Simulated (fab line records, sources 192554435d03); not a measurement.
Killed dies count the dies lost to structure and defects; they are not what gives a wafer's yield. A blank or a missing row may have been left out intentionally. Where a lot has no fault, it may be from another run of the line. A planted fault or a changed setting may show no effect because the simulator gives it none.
Chamber matching :: flow n5 finfet :: N5_BEOL_M4_ETCH_77 on rie diel-01 has 3 sister chambers
The step etches underlayer in N2/H2, target depth 6.5 nm, time 5.2 s. 6 wafers are shown with their chamber, then 5 later ones without.

== EACH WAFER AND ITS CHAMBER ==
wafer: L078.6
chamber: 1
drypump motor current A (A): 5.6
throttle valve pct (%): 18.38

wafer: L084.3
chamber: 3
drypump motor current A (A): 5.5
throttle valve pct (%): 17.97

wafer: L084.4
chamber: 2
drypump motor current A (A): 5.8
throttle valve pct (%): 17.99

wafer: L084.5
chamber: 1
drypump motor current A (A): 5.6
throttle valve pct (%): 18.38

wafer: L085.1
chamber: 2
drypump motor current A (A): 5.9
throttle valve pct (%): 17.98

wafer: L085.4
chamber: 3
drypump motor current A (A): 5.5
throttle valve pct (%): 17.96

== WAFERS WITHOUT THEIR CHAMBER ==
wafer: L090.3
drypump motor current A (A): 5.6
throttle valve pct (%): 18.42

wafer: L090.5
drypump motor current A (A): 5.5
throttle valve pct (%): 18.00

wafer: L093.2
drypump motor current A (A): 5.8
throttle valve pct (%): 18.02

wafer: L093.4
drypump motor current A (A): 5.6
throttle valve pct (%): 18.42

wafer: L093.5
drypump motor current A (A): 5.8
throttle valve pct (%): 17.99

== WHICH CHAMBER EACH WENT THROUGH ==
wafer: L090.3
from the rows above: 1
in truth: 1

wafer: L090.5
from the rows above: 3
in truth: 3

wafer: L093.2
from the rows above: 2
in truth: 2

wafer: L093.4
from the rows above: 1
in truth: 1

wafer: L093.5
from the rows above: 2
in truth: 2
Correct placement for 5 of the 5. Can't be placed from these rows: 0. Wrongly placed: 0.
How it was worked out, from the rows above alone: a wafer's distance from a chamber is the root of the sum, over the readings, of the square of ((its reading less the chamber's mean) divided by the reading's scatter). If the next closest chamber is less than 2 further off than the closest, the wafer can't be placed; otherwise it belongs to the closest. Each chamber's mean is taken over the wafers shown for it. The scatter is the square root of a quotient: the sum, over the shown wafers, of each reading's squared deviation from its chamber's mean, divided by wafers minus chambers.
